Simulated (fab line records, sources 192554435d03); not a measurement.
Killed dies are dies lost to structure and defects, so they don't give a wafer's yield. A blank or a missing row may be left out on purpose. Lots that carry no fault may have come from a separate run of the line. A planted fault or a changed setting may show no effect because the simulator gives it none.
Comparing a struck lot with a sound one	flow n5 finfet	41 steps out of a route of 1938
Sound: wafers L154.2, L154.4, L154.5. Struck: wafer L149.4 (L149.1, L149.6, from the same lot, were not struck and are left out); the cause is given at the end.
Each step with rows lists, per side, the tool, then ch with its chambers, then its first start. Under that, the readings that differ: sound wafers	struck wafers	difference of the means	sigmas: that difference in standard deviations of wafers without a fault.
alike: readings with means less than 2 such deviations apart, plus words and numbers identical on both sides. not compared: withheld readings, readings lacking a value on some wafer, bounds such as >300 that could conceal the same value, and numbers that have no deviation in the record and whose values overlap.
A row with sigmas, a row that says differs or no value, or rows on one side alone: a step with any of these is where the two part. When numbers do not overlap yet have no deviation, they are printed without sigmas and do not part them. Lack of a reading on every wafer of one side parts them only where that side has two or more wafers.

first, 9 steps without rows for these wafers: N5_BEOL_M5_DESCUM_33 (chemistry O2, time 7 s); N5_BEOL_M5_ETCH_75 (etches underlayer in N2/H2, target depth 6.5 nm, time 5.2 s); N5_BEOL_M5_ETCH_67 (etches SiARC in CF4, target depth 15.6 nm, time 26 s); N5_BEOL_M5_ETCH_68 (etches SOC in N2/H2, target depth 80 nm, overetch 16 nm, time 120 s); N5_BEOL_M5_STRIP_69 (strips in N2/H2); N5_BEOL_M5_STRIP_76 (strips in N2/H2); N5_BEOL_M5_VIA_ETCH_34 (etches SiCOH lowk in C4F6/O2, target depth 88.3 nm, time 39.2 s); N5_BEOL_M5_STRIP_85 (strips in C4F6/O2); N5_BEOL_M5_STRIP_36 (strips in N2/H2).
N5_BEOL_M5_TRENCH_ETCH_37: etches SiCOH lowk in C4F6/O2, target depth 71.652 nm, time 24.7 s.
  sound on rie diel-06 ch 1,3, day 13 03:26; struck on rie diel-05 ch 2, day 12 16:15
reading	sound	struck	difference	sigmas
oes_f_703_au (a.u.)	0.87 0.90 0.87	0.57	-0.31	-4
rf fwd power W (W)	341.3 339.2 339.1	256.8	-83.1	-46
rf vpp V (V)	670 662 671	763	+95	+14
model.BEOL_M5.feature depth nm (nm)	71 73.2 71.4	65	-7	
model.etch.depth nm (nm)	70.94 73.18 71.4	65.07	-6.77	
  alike: drypump motor current A, oes product au, showerhead plenum p Torr, throttle valve pct
  not compared: rf hours counter h
then, 2 steps without rows for these wafers: N5_BEOL_M5_ETCH_41 (etches SiCN in CH3F/O2, target depth 31.5 nm, time 56.7 s); N5_BEOL_M5_STRIP_91 (strips in N2/H2, time 10 s).
N5_BEOL_M5_OCD_MEAS_38:
  sound: ocd-01 at day 13 03:35; struck: ocd-02 at day 12 16:24
reading	sound	struck	difference	sigmas
trench depth nm (nm)	71.4 73.3 71.4	65.0	-7.0	-6
then, 21 steps without rows for these wafers: N5_BEOL_M5_HM_STRIP_39 (strips TiN in peroxide tin strip, target depth 25 nm, time 158 s); N5_BEOL_M5_SRD_40 (time 30 s); N5_BEOL_M5_PRECLEAN_42 (cleans in residue remover, time 60 s); N5_BEOL_M5_SRD_43 (time 30 s); N5_BEOL_M5_CURE_80 (cures SiCOH lowk, time 120 s); N5_BEOL_M5_DEGAS_44 (time 60 s); N5_BEOL_M5_PRE_CLEAN_45 (time 30 s); N5_BEOL_M5_ALD_86 (deposits TaN, pulse time 2 s, purge time 3 s, co reactant purge time 2 s); N5_BEOL_M5_SURFACE_TREAT_87; N5_BEOL_M5_CVD_47 (deposits Co from CCTBA/H2, target thk 3 nm, time 216 s); N5_BEOL_M5_SPUTTER_48 (material Cu, target thk 15 nm, time 27.62 s); N5_BEOL_M5_ANNEAL_49 (time 1800 s); N5_BEOL_M5_SPUTTER_81 (material Cu, target thk 15 nm, time 27.62 s); N5_BEOL_M5_ANNEAL_82 (time 1800 s); N5_BEOL_M5_SPUTTER_83 (material Cu, target thk 15 nm, time 27.62 s); N5_BEOL_M5_ANNEAL_84 (time 1800 s); N5_BEOL_M5_SPUTTER_88 (material Cu, target thk 15 nm, time 27.62 s); N5_BEOL_M5_ANNEAL_89 (time 1800 s); N5_BEOL_M5_SPUTTER_90 (material Cu, target thk 4.5 nm, time 8.29 s); N5_BEOL_M5_ECD_50 (material Cu, target thk 300 nm); N5_BEOL_M5_ANNEAL_51 (time 90 s).
N5_BEOL_M5_CMP_52: polishes, stops on SiCOH lowk, t overpolish 6.9 s, target thk 62 nm.
  sound on cmp-04 ch 0,1, day 13 10:13; struck on cmp-03 ch 2, day 12 22:59
reading	sound	struck	difference	sigmas
barrier field endpoint s (s)	25.6 24.2 25.0	26.6	+1.7	+3
model.Cu_of_BEOL_M5_ECD_50.thk nm (nm)	60.6 62.4 59.8	55.6	-5.3	
  alike: clearing platen down force psi, head pressure psi, motor current A, overpolish run s, time to endpoint s
  not compared: pad life wafers
N5_BEOL_M5_THK_MEAS_53: measures by xrf.
  sound: film metro-01 at day 13 10:31; struck: film metro-02 at day 12 23:17
reading	sound	struck	difference	sigmas
M5_THK (nm)	61.7 63.5 61.4	56.1	-6.1	-4
then, 2 steps without rows for these wafers: N5_BEOL_M5_PRE_CLEAN_77 (time 15 s); N5_BEOL_M5_CO_CAP_78 (material Co, precursor CCTBA/H2, target thk 2 nm, time 102.1 s).
N5_BEOL_M5_RS_MEAS_57: measurement is done with a four-point probe.
  sound: film metro-01 at day 13 10:46; struck: film metro-01 at day 12 23:34
reading	sound	struck	difference	sigmas
M5_RS (ohm/sq)	0.398 0.384 0.404	0.443	+0.048	+4
-- the record jumps here: 3 days lie between the struck wafers' starts before and after (it left off in module BEOL_M5 and takes up again in module BEOL_M15, whose first step shown is number 1830 of the route) --
N5_BEOL_M15_RC_MEAS_101:
  sound on prober-02 ch 0, day 16 11:47; struck on prober-01 ch 0, day 15 18:22
reading	sound	struck	difference	sigmas
COMB_M15 (S/m)	3.7e-12 3e-12 3.3e-12	6e-13	-3e-12	-3
SERP_M5 (ohm/um)	38.0 37.9 38.0	43.0	+5.0	+3
SERP_M5_max_site (ohm/um)	41.0 38.4 42.2	46.0	+5.5	+3
  alike: COMB_M10, COMB_M11, COMB_M11_max_site, COMB_M12, COMB_M13, COMB_M14, COMB_M5, COMB_M6, COMB_M7, COMB_M8, COMB_M9, SERP_M10, SERP_M11, SERP_M12, SERP_M13, SERP_M14, SERP_M6, SERP_M7, SERP_M8, SERP_M9
N5_PASSIVATION_PROBE_49:
  sound wafers here have rows in the record (prober-01, day 17 02:47); struck ones have none

WHERE THEY PART
At N5_BEOL_M5_TRENCH_ETCH_37 first; at N5_PASSIVATION_PROBE_49 last (within this record only).

WHY: whatever the simulator had introduced
rie diel-05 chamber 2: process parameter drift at N5_BEOL_M5_TRENCH_ETCH_37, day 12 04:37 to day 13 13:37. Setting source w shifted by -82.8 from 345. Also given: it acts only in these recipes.
